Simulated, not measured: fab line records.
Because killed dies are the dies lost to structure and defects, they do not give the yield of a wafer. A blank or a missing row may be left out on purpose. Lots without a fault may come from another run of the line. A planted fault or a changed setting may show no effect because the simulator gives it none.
fab line records	flow nand_harc
record lots=24	wafers=72	last_day=33
route steps=1302 shown A_CONTACT@1078 A_BLC@1131 A_M0@1149 A_M1@1180
lots that met no fault: from a run of the same line without faults
start_h: the number of hours between the record's first day and the start of the first shown wafer of the lot	wait_h: hours since the lot's step before	" as in the row above	L1.1+2: several wafers, shown together as one row	- no value, or no start was given	* or withheld: withheld	< > ~ a bound
route shown NAME@n: NAME is a module with steps in the file, n the number in the route of the first one	usual: mean and standard deviation over wafers with no fault	same: alike in all rows	chamber/n: place in a boat	sites: per-site readings	_std_site: the standard deviation of these	_edge_site: mean of outer sites minus mean of inner sites	radius_mm: how far each site lies from the wafer's centre	mask NAME#n: copy n	behind: tool/chamber where the wafer was last shaped	hold: why the lot was held/for how many hours/how that ended	device: names the non-switching transistor (n, p or np)	end of line: the route-end tests of the same wafers	a step with no rows: only its recipe	killed: dies that structure and defects cost at the first sort, which is not the same as the wafer's yield	map: shows each die of a wafer: x if killed, . if not, _ if none is there
set.NAME: the setting the step ran with; set.NAME@STEP: the setting that earlier step ran with	model.NAME: the simulator's own value behind a step, which no gauge read
route steps across a sampled set of lots; one table per step, one row per wafer
services: a tool's chamber out of use, with start hour (start_h, from the record's first day; less than 0 if before it), hours out, and reason
## steps
# step NHARC_A_CONTACT_CD_MEAS_08
# recipe target_cd_nm=200	landing_energy_ev=500
# usual cd_nm=200.1/0.48
# same landing_energy_ev=500
lot.wafer	tool	chamber	start_h	wait_h	cd_nm
L074.1	cd_sem-03	0	503.96	-	200.3
L074.2	"	0	"	"	199.8
L074.5	"	0	"	"	200.0
L077.2	cd_sem-01	0	525.01	-	200.1
L077.5	"	0	"	"	199.4
L077.6	"	0	"	"	199.6
L075.1	cd_sem-02	0	526.84	-	199.6
L075.2	"	0	"	"	199.9
L075.3	"	0	"	"	200.4
L076.1	cd_sem-02	0	530.35	-	200.4
L076.4	"	0	"	"	199.9
L076.5	"	0	"	"	200.2
L078.1	cd_sem-01	0	542.80	-	199.9
L078.3	"	0	"	"	199.7
L078.5	"	0	"	"	200.0
L079.2	cd_sem-01	0	558.18	-	200.8
L079.4	"	0	"	"	201.3
L079.5	"	0	"	"	201.8
L080.2	cd_sem-01	0	565.34	-	199.2
L080.4	"	0	"	"	199.5
L080.5	"	0	"	"	199.5
L081.2	cd_sem-01	0	581.59	-	199.8
L081.3	"	0	"	"	199.6
L081.6	"	0	"	"	200.3
L084.3	cd_sem-02	0	610.55	-	199.6
L084.4	"	0	"	"	199.7
L084.5	"	0	"	"	200.0
L085.1	cd_sem-01	0	613.65	-	200.2
L085.5	"	0	"	"	200.5
L085.6	"	0	"	"	200.3
L083.2	cd_sem-01	0	614.24	-	199.6
L083.4	"	0	"	"	200.0
L083.6	"	0	"	"	200.6
L082.2	cd_sem-02	0	618.60	-	199.9
L082.3	"	0	"	"	200.4
L082.4	"	0	"	"	200.3
L086.1	cd_sem-02	0	626.48	-	200.7
L086.4	"	0	"	"	200.8
L086.5	"	0	"	"	199.9
L089.1	cd_sem-01	0	643.56	-	200.9
L089.4	"	0	"	"	200.3
L089.6	"	0	"	"	200.1
L088.1	cd_sem-02	0	643.92	-	199.4
L088.2	"	0	"	"	200.2
L088.4	"	0	"	"	199.6
L087.1	cd_sem-02	0	651.02	-	199.8
L087.4	"	0	"	"	200.2
L087.6	"	0	"	"	200.1
L090.1	cd_sem-01	0	667.60	-	199.7
L090.4	"	0	"	"	199.9
L090.5	"	0	"	"	199.6
L092.4	cd_sem-01	0	686.62	-	199.7
L092.5	"	0	"	"	199.3
L092.6	"	0	"	"	199.7
L093.1	cd_sem-02	0	692.41	-	199.2
L093.5	"	0	"	"	199.3
L093.6	"	0	"	"	199.5
L091.1	cd_sem-02	0	704.67	-	200.9
L091.4	"	0	"	"	200.8
L091.6	"	0	"	"	200.7
L094.1	cd_sem-03	0	713.67	-	200.0
L094.4	"	0	"	"	200.3
L094.5	"	0	"	"	199.4
L097.2	cd_sem-02	0	722.10	-	200.0
L097.5	"	0	"	"	200.7
L097.6	"	0	"	"	199.7
L095.1	cd_sem-02	0	722.43	-	200.0
L095.2	"	0	"	"	199.8
L095.4	"	0	"	"	200.6
L096.2	cd_sem-01	0	737.09	-	200.7
L096.4	"	0	"	"	200.8
L096.6	"	0	"	"	200.7
# step NHARC_A_CONTACT_ETCH_135
# recipe source_w=withheld	pressure_mtorr=20	bias_v=1200	time_s=311	target_depth_a=19120	ar_flow_sccm=withheld	c4f8_flow_sccm=withheld	o2_flow_sccm=withheld	chemistry=C4F8/O2/Ar
lot.wafer	tool	chamber	start_h	wait_h	rf_hours_counter_h
L074.1	har_cap_etch-02	0	505.46	0.2	86
L074.2	"	1	"	"	86
L074.5	"	0	"	"	-
L077.2	har_cap_etch-03	0	526.72	0.2	48
L077.6	"	1	"	"	-
L077.5	"	0	"	"	-
L075.2	har_cap_etch-02	1	528.34	0.2	94
L075.1	"	0	"	"	94
L075.3	"	0	"	"	-
L076.1	har_cap_etch-03	0	532.01	0.2	50
L076.4	"	0	"	"	-
L076.5	"	0	"	"	-
L078.1	har_cap_etch-01	1	544.32	0.2	6
L078.3	"	0	"	"	-
L078.5	"	0	"	"	-
L079.2	har_cap_etch-01	1	559.74	0.2	7
L079.4	"	1	"	"	-
L079.5	"	1	"	"	-
L080.2	har_cap_etch-03	1	568.27	0.2	55
L080.4	"	0	"	"	-
L080.5	"	1	"	"	-
L081.2	har_cap_etch-02	1	583.10	0.2	102
L081.3	"	0	"	"	-
L081.6	"	0	"	"	-
L084.3	har_cap_etch-01	1	612.43	0.2	-
L084.4	"	0	"	"	-
L084.5	"	0	"	"	-
L085.1	har_cap_etch-03	1	615.16	0.2	63
L085.5	"	1	"	"	-
L085.6	"	0	"	"	-
L083.2	har_cap_etch-02	0	615.81	0.2	109
L083.4	"	0	"	"	-
L083.6	"	0	"	"	-
L082.2	har_cap_etch-03	1	620.52	0.2	65
L082.4	"	0	"	"	-
L082.3	"	1	"	"	-
L086.1	har_cap_etch-02	0	629.48	0.2	113
L086.4	"	1	"	"	-
L086.5	"	1	"	"	-
L089.1	har_cap_etch-01	1	645.48	0.2	23
L089.4	"	1	"	"	-
L089.6	"	0	"	"	-
L088.2	har_cap_etch-02	1	645.95	0.2	116
L088.1	"	0	"	"	116
L088.4	"	1	"	"	-
L087.1	har_cap_etch-02	1	652.71	0.2	117
L087.4	"	1	"	"	-
L087.6	"	1	"	"	-
L090.1	har_cap_etch-02	1	669.18	0.2	118
L090.4	"	0	"	"	-
L090.5	"	0	"	"	-
L092.4	har_cap_etch-01	1	688.20	0.2	-
L092.6	"	1	"	"	-
L092.5	"	0	"	"	-
L093.1	har_cap_etch-03	0	693.95	0.2	78
L093.6	"	1	"	"	-
L093.5	"	0	"	"	-
L091.1	har_cap_etch-02	0	706.18	0.2	126
L091.4	"	0	"	"	-
L091.6	"	0	"	"	-
L094.1	har_cap_etch-02	1	715.24	0.2	127
L094.4	"	1	"	"	-
L094.5	"	0	"	"	-
L097.2	har_cap_etch-01	0	723.77	0.2	34
L097.5	"	0	"	"	-
L097.6	"	1	"	"	-
L095.2	har_cap_etch-03	1	724.16	0.2	85
L095.1	"	0	"	"	85
L095.4	"	0	"	"	-
L096.2	har_cap_etch-03	1	738.64	0.2	87
L096.4	"	1	"	"	-
L096.6	"	1	"	"	-
# step NHARC_A_BLC_ALD_23
# recipe target_thk_a=30	pulse_time_s=1	ald_cycles=150	temp_c=450	material=TiN
# usual heater_power_w=1077/74	precursor_pulse_height_rel=1.000/0.021
lot.wafer	tool	chamber	start_h	wait_h	heater_power_w	precursor_pulse_height_rel
L074.1	ald_metal-02	1	512.49	-	959	0.976
L074.2	"	2	"	"	1114	1.009
L074.5	"	0	"	"	1125	0.963
L077.2	ald_metal-04	1	533.93	-	1024	0.999
L077.6	"	0	"	"	1040	0.970
L077.5	"	1	"	"	1005	0.991
L075.2	ald_metal-02	3	535.28	-	1154	0.961
L075.1	"	1	"	"	971	0.998
L075.3	"	2	"	"	1080	1.000
L076.1	ald_metal-04	2	539.09	-	1043	1.018
L076.4	"	3	"	"	1224	1.011
L076.5	"	2	"	"	1023	0.982
L078.3	ald_metal-04	0	551.17	-	1041	0.940
L078.1	"	2	"	"	1025	1.013
L078.5	"	1	"	"	1009	1.007
L079.4	ald_metal-01	2	566.66	-	1049	1.002
L079.2	"	1	"	"	974	0.967
L079.5	"	3	"	"	1108	0.969
L080.2	ald_metal-02	3	574.90	-	1125	1.031
L080.4	"	2	"	"	1064	1.021
L080.5	"	3	"	"	1161	1.046
L081.3	ald_metal-02	3	589.81	-	1155	1.002
L081.2	"	1	"	"	952	1.000
L081.6	"	2	"	"	1090	1.000
L084.3	ald_metal-01	1	619.42	-	993	0.951
L084.4	"	0	"	"	1111	1.010
L084.5	"	2	"	"	1069	1.020
L085.1	ald_metal-02	3	622.19	-	1153	1.020
L085.6	"	0	"	"	1170	1.011
L085.5	"	1	"	"	983	1.042
L083.4	ald_metal-04	2	622.74	-	1043	0.985
L083.2	"	3	"	"	1261	0.990
L083.6	"	3	"	"	1232	0.980
L082.3	ald_metal-02	0	627.28	-	1176	0.998
L082.4	"	1	"	"	965	0.986
L082.2	"	2	"	"	1080	0.985
L086.1	ald_metal-01	1	636.52	-	976	1.015
L086.4	"	3	"	"	1137	1.015
L086.5	"	1	"	"	984	0.988
L089.4	ald_metal-02	2	652.80	-	1064	1.002
L089.1	"	0	"	"	1150	1.030
L089.6	"	3	"	"	1146	1.007
L088.4	ald_metal-01	3	653.25	-	1063	1.009
L088.1	"	1	"	"	999	1.008
L088.2	"	2	"	"	1037	0.985
L087.1	ald_metal-01	0	659.87	-	1140	0.989
L087.4	"	2	"	"	1078	0.992
L087.6	"	1	"	"	966	0.991
L090.1	ald_metal-01	3	676.01	-	1129	0.997
L090.4	"	0	"	"	1101	1.014
L090.5	"	2	"	"	1075	1.018
L092.4	ald_metal-04	2	694.93	-	1064	1.014
L092.5	"	1	"	"	972	0.969
L092.6	"	2	"	"	1062	0.983
L093.1	ald_metal-01	3	700.87	-	1118	1.003
L093.5	"	3	"	"	1114	1.025
L093.6	"	0	"	"	1094	1.021
L091.4	ald_metal-02	3	713.18	-	1129	0.964
L091.1	"	0	"	"	1166	1.058
L091.6	"	2	"	"	1103	1.022
L094.4	ald_metal-04	0	722.45	-	1058	0.984
L094.1	"	1	"	"	958	1.008
L094.5	"	0	"	"	1051	1.035
L097.2	ald_metal-01	1	730.65	-	956	0.973
L097.5	"	2	"	"	1017	1.009
L097.6	"	3	"	"	1101	1.029
L095.2	ald_metal-02	3	730.99	-	1174	0.975
L095.1	"	0	"	"	1196	0.978
L095.4	"	1	"	"	970	0.983
L096.4	ald_metal-01	0	745.29	-	1053	0.979
L096.2	"	3	"	"	1132	1.010
L096.6	"	1	"	"	959	1.015
# step NHARC_A_M0_INSPECT_11
# usual raw_defect_count=82/29
lot.wafer	tool	chamber	start_h	wait_h	raw_defect_count
L074.1	defect_inspect-02	-	514.50	0.0	83
L074.2	"	-	"	"	70
L074.5	"	-	"	"	70
L077.2	defect_inspect-01	-	536.07	0.0	22
L077.5	"	-	"	"	19
L077.6	"	-	"	"	13
L075.1	defect_inspect-01	-	537.96	0.0	86
L075.2	"	-	"	"	94
L075.3	"	-	"	"	101
L076.1	defect_inspect-02	-	541.25	0.0	94
L076.4	"	-	"	"	93
L076.5	"	-	"	"	88
L078.1	defect_inspect-01	-	553.33	0.0	68
L078.3	"	-	"	"	60
L078.5	"	-	"	"	70
L079.2	defect_inspect-02	-	568.82	0.0	79
L079.4	"	-	"	"	66
L079.5	"	-	"	"	69
L080.2	defect_inspect-02	-	577.06	0.0	98
L080.4	"	-	"	"	93
L080.5	"	-	"	"	116
L081.2	defect_inspect-01	-	591.97	0.0	118
L081.3	"	-	"	"	110
L081.6	"	-	"	"	134
L084.3	defect_inspect-01	-	621.58	0.0	88
L084.4	"	-	"	"	78
L084.5	"	-	"	"	90
L085.1	defect_inspect-01	-	624.30	0.0	55
L085.5	"	-	"	"	38
L085.6	"	-	"	"	36
L083.2	defect_inspect-01	-	624.91	0.0	65
L083.4	"	-	"	"	70
L083.6	"	-	"	"	68
L082.2	defect_inspect-01	-	629.42	0.0	69
L082.3	"	-	"	"	87
L082.4	"	-	"	"	83
L086.1	defect_inspect-01	-	638.67	0.0	86
L086.4	"	-	"	"	91
L086.5	"	-	"	"	87
L089.1	defect_inspect-02	-	654.95	0.0	75
L089.4	"	-	"	"	84
L089.6	"	-	"	"	71
L088.1	defect_inspect-02	-	655.40	0.0	84
L088.2	"	-	"	"	93
L088.4	"	-	"	"	91
L087.1	defect_inspect-02	-	661.90	0.0	121
L087.4	"	-	"	"	98
L087.6	"	-	"	"	78
L090.1	defect_inspect-02	-	678.14	0.0	109
L090.4	"	-	"	"	103
L090.5	"	-	"	"	113
L092.4	defect_inspect-02	-	696.95	0.0	63
L092.5	"	-	"	"	61
L092.6	"	-	"	"	65
L093.1	defect_inspect-01	-	703.02	0.0	123
L093.5	"	-	"	"	121
L093.6	"	-	"	"	93
L091.1	defect_inspect-02	-	715.17	0.0	76
L091.4	"	-	"	"	78
L091.6	"	-	"	"	73
L094.1	defect_inspect-01	-	724.63	0.0	82
L094.4	"	-	"	"	75
L094.5	"	-	"	"	66
L097.2	defect_inspect-01	-	732.91	0.0	134
L097.5	"	-	"	"	120
L097.6	"	-	"	"	152
L095.1	defect_inspect-01	-	733.82	0.0	17
L095.2	"	-	"	"	21
L095.4	"	-	"	"	26
L096.2	defect_inspect-01	-	747.47	0.0	88
L096.4	"	-	"	"	108
L096.6	"	-	"	"	113
# step NHARC_A_M0_ETCH_34
# recipe target_depth_a=400	overetch_a=120	time_s=43.94	ion_energy_ev=200	n2_flow_sccm=150	h2_flow_sccm=150	ar_flow_sccm=0	rf_w=400	bias_w=150	chemistry=N2/H2
# usual drypump_motor_current_A=5.7/0.44	oes_product_au=0.999/0.0079	rf_vpp_V=430.9/2.7	showerhead_plenum_p_Torr=2.05/0.092	throttle_valve_pct=14.171/0.0094
lot.wafer	tool	chamber	start_h	wait_h	drypump_motor_current_A	oes_product_au	rf_hours_counter_h	rf_vpp_V	showerhead_plenum_p_Torr	throttle_valve_pct
L074.1	rie_diel-02	3	514.65	0.1	5.2	0.997	7.5	432.8	2.14	14.165
L074.2	"	2	"	"	5.9	1.014	8.1	427.5	1.90	14.169
L074.5	"	0	"	"	5.5	0.996	-	432.3	2.13	14.168
L077.2	rie_diel-02	3	536.22	0.1	5.2	0.996	8.1	433.0	2.14	14.178
L077.6	"	2	"	"	5.9	1.000	-	426.3	1.90	14.169
L077.5	"	3	"	"	5.2	0.989	-	433.3	2.14	14.167
L075.2	rie_diel-12	0	538.10	0.1	5.3	1.010	4.1	432.3	2.12	14.195
L075.3	"	1	"	"	6.1	1.006	4.1	431.8	2.07	14.166
L075.1	"	3	"	"	5.3	0.995	4.8	434.0	2.16	14.164
L076.1	rie_diel-02	2	541.40	0.1	5.9	1.003	9.5	427.9	1.90	14.150
L076.4	"	0	"	"	5.5	0.993	8.6	432.8	2.13	14.157
L076.5	"	3	"	"	5.1	1.001	-	432.9	2.13	14.190
L078.3	rie_diel-09	3	553.48	0.1	6.5	0.993	2.4	427.8	1.90	14.182
L078.1	"	2	"	"	5.2	1.011	0.2	429.5	1.96	14.190
L078.5	"	0	"	"	6.4	1.012	-	430.9	2.11	14.167
L079.2	rie_diel-09	2	568.97	0.1	5.2	1.006	1.1	428.3	1.96	14.178
L079.4	"	0	"	"	6.4	1.006	3.4	432.4	2.11	14.168
L079.5	"	2	"	"	5.2	1.005	-	427.8	1.96	14.174
L080.4	rie_diel-12	0	577.21	0.1	5.3	1.011	7.0	432.6	2.11	14.158
L080.2	"	2	"	"	5.4	0.996	6.3	431.5	2.10	14.186
L080.5	"	0	"	"	5.3	1.008	-	432.6	2.11	14.165
L081.2	rie_diel-12	2	592.12	0.1	5.4	1.007	7.1	432.3	2.10	14.170
L081.3	"	3	"	"	5.3	1.013	7.9	434.1	2.16	14.161
L081.6	"	1	"	"	6.1	1.013	-	429.2	2.07	14.169
L084.4	rie_diel-12	3	621.73	0.1	5.3	1.000	8.3	434.6	2.16	14.179
L084.3	"	1	"	"	6.1	0.998	8.4	430.3	2.07	14.169
L084.5	"	3	"	"	5.3	1.002	-	434.5	2.16	14.171
L085.1	rie_diel-02	2	624.45	0.1	5.9	0.979	2.6	426.3	1.90	14.177
L085.5	"	1	"	"	5.6	0.984	-	431.5	2.10	14.171
L085.6	"	2	"	"	5.9	1.002	-	425.9	1.90	14.172
L083.2	rie_diel-09	2	625.07	0.1	5.2	0.997	3.9	429.9	1.96	14.151
L083.4	"	3	"	"	6.5	0.995	7.1	425.6	1.90	14.164
L083.6	"	0	"	"	6.4	0.998	-	431.6	2.11	14.196
L082.4	rie_diel-09	2	629.57	0.1	5.2	0.999	4.0	429.3	1.96	14.161
L082.2	"	3	"	"	6.4	0.993	7.2	425.5	1.90	14.157
L082.3	"	1	"	"	5.8	0.992	6.0	430.4	1.97	14.178
L086.4	rie_diel-09	3	638.82	0.1	6.5	0.994	7.3	426.3	1.90	14.162
L086.1	"	0	"	"	6.4	1.007	7.2	432.7	2.11	14.180
L086.5	"	2	"	"	5.2	1.005	-	428.1	1.96	14.181
L089.4	rie_diel-02	0	655.10	0.1	5.6	0.993	5.1	432.8	2.13	14.161
L089.1	"	1	"	"	5.6	1.000	4.9	432.6	2.10	14.173
L089.6	"	3	"	"	5.1	1.005	-	431.1	2.13	14.175
L088.2	rie_diel-02	0	655.55	0.1	5.5	0.987	5.2	434.1	2.13	14.184
L088.4	"	2	"	"	5.9	0.998	4.7	427.8	1.89	14.166
L088.1	"	3	"	"	5.1	0.996	5.0	433.3	2.13	14.170
L087.4	rie_diel-02	0	662.05	0.1	5.5	1.001	5.4	432.3	2.13	14.183
L087.1	"	2	"	"	5.9	1.007	4.9	427.3	1.89	14.184
L087.6	"	0	"	"	5.5	1.007	-	433.1	2.13	14.173
L090.1	rie_diel-02	3	678.29	0.1	5.1	0.990	5.4	432.8	2.13	14.162
L090.4	"	0	"	"	5.5	0.984	5.7	434.0	2.13	14.178
L090.5	"	0	"	"	5.5	0.992	-	434.5	2.13	14.176
L092.4	rie_diel-09	1	697.11	0.1	5.8	1.004	0.4	428.2	1.97	14.163
L092.6	"	2	"	"	5.2	1.002	-	427.8	1.96	14.174
L092.5	"	3	"	"	6.4	1.001	-	426.5	1.90	14.187
L093.1	rie_diel-12	2	703.19	0.1	5.4	0.996	3.0	432.8	2.10	14.186
L093.6	"	3	"	"	5.3	0.992	-	434.1	2.16	14.173
L093.5	"	0	"	"	5.3	1.011	-	431.1	2.11	14.160
L091.1	rie_diel-02	1	715.32	0.1	5.6	1.000	7.1	432.5	2.10	14.173
L091.4	"	2	"	"	5.9	0.993	6.3	425.3	1.89	14.161
L091.6	"	3	"	"	5.1	0.996	-	432.6	2.13	14.176
L094.1	rie_diel-09	1	724.80	0.1	5.8	0.995	1.5	428.7	1.97	14.172
L094.4	"	1	"	"	5.8	0.998	-	428.5	1.97	14.176
L094.5	"	2	"	"	5.2	1.006	-	428.8	1.96	14.193
L097.2	rie_diel-09	0	733.05	0.1	6.5	0.994	2.1	432.5	2.11	14.165
L097.5	"	0	"	"	6.4	0.992	-	432.5	2.11	14.163
L097.6	"	1	"	"	5.8	0.985	-	427.3	1.97	14.175
L095.4	rie_diel-12	2	733.97	0.1	5.4	0.985	4.3	430.9	2.10	14.163
L095.1	"	3	"	"	5.3	0.991	5.1	434.3	2.16	14.183
L095.2	"	0	"	"	5.3	1.001	5.9	432.5	2.11	14.158
L096.4	rie_diel-02	2	747.62	0.1	5.9	0.997	7.4	427.3	1.89	14.162
L096.2	"	0	"	"	5.5	0.994	8.7	432.1	2.13	14.158
L096.6	"	2	"	"	5.9	1.008	-	427.0	1.89	14.185
# step NHARC_A_M1_OVL_MEAS_10
# recipe pitch_nm=240
# usual overlay_x_nm=0.3/1	overlay_y_nm=0.0/0.69
lot.wafer	tool	chamber	start_h	wait_h	overlay_x_nm	overlay_y_nm
L074.1	overlay-01	-	518.52	-	1.1	1.7
L074.2	"	-	"	"	1.0	1.4
L074.5	"	-	"	"	0.7	1.3
L077.2	overlay-02	-	540.04	-	1.2	-0.9
L077.5	"	-	"	"	1.2	-0.1
L077.6	"	-	"	"	0.8	-0.7
L075.1	overlay-01	-	541.96	-	0.1	0.8
L075.2	"	-	"	"	0.4	0.4
L075.3	"	-	"	"	0.2	0.3
L076.1	overlay-01	-	545.29	-	-1.2	0.2
L076.4	"	-	"	"	-0.8	0.7
L076.5	"	-	"	"	-0.9	0.3
L078.1	overlay-01	-	557.37	-	-1.5	0.7
L078.3	"	-	"	"	-2.7	0.7
L078.5	"	-	"	"	-2.5	1.0
L079.2	overlay-01	-	573.34	-	0.6	0.7
L079.4	"	-	"	"	0.5	0.0
L079.5	"	-	"	"	0.9	0.7
L080.2	overlay-02	-	581.15	-	0.8	0.3
L080.4	"	-	"	"	1.0	0.9
L080.5	"	-	"	"	1.4	0.5
L081.2	overlay-01	-	595.85	-	0.6	-0.4
L081.3	"	-	"	"	0.0	-0.1
L081.6	"	-	"	"	0.5	0.1
L084.3	overlay-02	-	625.60	-	-0.6	-0.2
L084.4	"	-	"	"	-0.5	-0.6
L084.5	"	-	"	"	-0.1	-0.3
L085.1	overlay-02	-	628.58	-	1.2	0.2
L085.5	"	-	"	"	0.8	0.2
L085.6	"	-	"	"	0.7	0.5
L083.2	overlay-02	-	628.96	-	1.0	-0.6
L083.4	"	-	"	"	1.3	-0.5
L083.6	"	-	"	"	0.7	-0.8
L082.2	overlay-02	-	633.96	-	0.0	-0.8
L082.3	"	-	"	"	-0.1	-0.6
L082.4	"	-	"	"	0.3	-0.8
L086.1	overlay-02	-	642.62	-	1.3	-0.4
L086.4	"	-	"	"	0.9	-0.2
L086.5	"	-	"	"	1.1	-0.4
L089.1	overlay-01	-	658.97	-	-0.3	0.9
L089.4	"	-	"	"	-0.3	1.3
L089.6	"	-	"	"	-0.1	1.6
L088.1	overlay-01	-	659.74	-	-1.3	0.2
L088.2	"	-	"	"	-1.0	0.1
L088.4	"	-	"	"	-1.0	-0.4
L087.1	overlay-01	-	665.94	-	-0.1	-0.1
L087.4	"	-	"	"	0.1	0.2
L087.6	"	-	"	"	0.4	0.2
L090.1	overlay-02	-	682.25	-	1.9	-0.3
L090.4	"	-	"	"	1.8	-0.6
L090.5	"	-	"	"	1.6	-0.4
L092.4	overlay-02	-	700.97	-	-0.6	0.3
L092.5	"	-	"	"	-0.6	0.1
L092.6	"	-	"	"	-0.5	0.2
L093.1	overlay-01	-	707.03	-	1.6	0.0
L093.5	"	-	"	"	1.9	-0.7
L093.6	"	-	"	"	1.6	-0.5
L091.1	overlay-02	-	719.24	-	-0.2	-0.7
L091.4	"	-	"	"	0.0	-0.6
L091.6	"	-	"	"	-0.4	-0.6
L094.1	overlay-02	-	728.67	-	1.7	1.1
L094.4	"	-	"	"	2.4	0.3
L094.5	"	-	"	"	2.2	0.9
L097.2	overlay-01	-	736.90	-	0.0	-0.6
L097.5	"	-	"	"	0.3	-1.0
L097.6	"	-	"	"	0.0	-1.1
L095.1	overlay-01	-	738.08	-	1.0	-1.0
L095.2	"	-	"	"	1.0	-0.6
L095.4	"	-	"	"	0.5	-1.1
L096.2	overlay-02	-	751.49	-	-0.8	-0.7
L096.4	"	-	"	"	-0.6	-0.4
L096.6	"	-	"	"	-1.2	-0.4
## services
tool	chamber	start_h	hours	kind
rie_diel-02	-	482.22	1.5	repair
rie_diel-09	0	486.36	6.4	repair
har_cap_etch-01	-	497.00	17.0	pm
rie_diel-09	-	497.10	9.0	pm
rie_diel-09	2	512.51	36.8	repair
ald_metal-01	-	526.00	10.0	pm
rie_diel-09	-	543.34	0.5	repair
rie_diel-09	-	552.39	0.6	repair
ald_metal-02	0	555.16	17.7	repair
rie_diel-09	1	556.03	7.7	repair
rie_diel-02	-	570.71	9.0	pm
ald_metal-01	1	581.79	15.0	repair
ald_metal-01	-	597.11	0.3	repair
ald_metal-02	-	603.59	0.8	repair
ald_metal-02	-	610.00	10.0	pm
rie_diel-02	1	615.42	1.6	repair
rie_diel-09	-	674.10	9.0	pm
ald_metal-01	3	689.29	9.7	repair
rie_diel-09	1	689.60	4.8	repair
ald_metal-01	-	696.14	0.5	repair
ald_metal-01	-	704.00	10.0	pm
rie_diel-09	3	711.74	15.8	repair
rie_diel-02	2	720.49	2.7	repair
rie_diel-09	2	739.78	3.5	repair
## key
fault none
